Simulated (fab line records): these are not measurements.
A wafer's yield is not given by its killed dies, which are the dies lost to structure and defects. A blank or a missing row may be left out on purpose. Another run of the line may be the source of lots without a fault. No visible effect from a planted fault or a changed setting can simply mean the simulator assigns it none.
A struck lot beside a sound one	flow n5Finfet	14 steps out of a route of 1938
Sound: wafers L812.2, L812.3, L812.5. Struck: wafer L807.2; the same lot's L807.6 was not struck, so it is left out; see the end for the cause.
Per side, at each step with rows, come the tool, then ch with its chambers, and then its first start. Under that, the readings that differ: sound wafers	struck wafers	difference of the means	sigmas: that difference in standard deviations of wafers without a fault.
alike: a reading whose means differ by less than 2 such deviations, as well as words and numbers matching on both sides. not compared: withheld readings; readings where some wafer has no value; bounds like >300 that might hide an equal value; numbers whose values overlap and for which the record gives no deviation.
The two part at a step that has a row with sigmas, a row that says differs or no value, or rows on one side only. Numbers that have no deviation but don't overlap get no sigmas and don't part them. A reading that every wafer of one side lacks parts them only if that side has two wafers or more.

N5_BEOL_M13_OCD_MEAS_35:
  sound on ocd-02, day 15 20:28; struck on ocd-01, day 14 12:47
reading	sound	struck	difference	sigmas
trenchDepthNm (nm)	414 418 413	401	-14	-3
N5_BEOL_M13_STRIP_37: strips in N2/H2.
  sound on plasmaAsher-02 ch 0,1, day 15 20:31; struck on plasmaAsher-01 ch 0, day 14 12:49
reading	sound	struck	difference	sigmas
drypumpMotorCurrentA (A)	5.29 5.28 5.32	5.49	+0.19	+2
  alike: heaterPowerW, oesProductAu
  not compared: rfHoursCounterH
then, 3 steps without rows for these wafers: N5_BEOL_M13_ETCH_38 (etches SiCN in CF4/N2, target depth 67.5 nm, time 71.9 s); N5_BEOL_M13_PRECLEAN_39 (cleans in residue remover, time 60 s); N5_BEOL_M13_SRD_40 (time 30 s, dry time 30 s).
N5_BEOL_M13_DEGAS_41: time 60 s.
  sound on pvdSputter-01, day 15 23:02; struck on pvdSputter-03, day 14 14:58
  alike: heaterPowerW
then, 1 step without rows for these wafers: N5_BEOL_M13_PRE_CLEAN_42 (time 30 s).
N5_BEOL_M13_SPUTTER_43: material TaN, target thk 15 nm, time 24.19 s.
  sound on pvdSputter-01, day 15 23:07; struck on pvdSputter-03, day 14 15:02
  alike: throttleValvePct
N5_BEOL_M13_SPUTTER_44: material Ta, target thk 10 nm, time 16.13 s.
  sound on pvdSputter-01, day 15 23:12; struck on pvdSputter-03, day 14 15:07
  alike: throttleValvePct
N5_BEOL_M13_SPUTTER_45: material Cu, target thk 80 nm, time 13.33 s.
  sound on pvdSputter-01, day 15 23:17; struck on pvdSputter-03, day 14 15:12
  alike: chuckSensorTempC, throttleValvePct
then, 2 steps without rows for these wafers: N5_BEOL_M13_ECD_47 (material Cu, target thk 936 nm); N5_BEOL_M13_ANNEAL_48 (time 90 s).
N5_BEOL_M13_CMP_49: polishes, stops on SiOC, t overpolish 17.1 s, target thk 420 nm.
  sound on cmp-03 ch 0,2,3, day 15 23:54; struck on cmp-02 ch 3, day 14 16:16
reading	sound	struck	difference	sigmas
barrierFieldEndpointS (s)	30.4 29.8 29.8	17.0	-13.0	-17
platenRpm (rpm)	49.95 49.98 50.01	50.06	+0.08	+2
  alike: motorCurrentA, overpolishRunS
N5_PASSIVATION_PROBE_49:
  sound on prober-02, day 17 01:45; struck on prober-02, day 15 17:51
reading	sound	struck	difference	sigmas
killedAtContacts	24 21 15	8	-12	-2
killedAtOther	1 1 0	14	+13	+4
  alike: defectLimitedYield, killed_at_M0_to_M3, killed_at_M4_up, killedAtFrontEnd, killedDies, killedOpen, killedShort, sort_bin_5_function, sort_bin_6_memory, sortNPass, sortYieldPct

## WHERE THEY PART
Earliest at N5_BEOL_M13_OCD_MEAS_35; latest, in this record, at N5_PASSIVATION_PROBE_49.

WHY: what the simulator had put in
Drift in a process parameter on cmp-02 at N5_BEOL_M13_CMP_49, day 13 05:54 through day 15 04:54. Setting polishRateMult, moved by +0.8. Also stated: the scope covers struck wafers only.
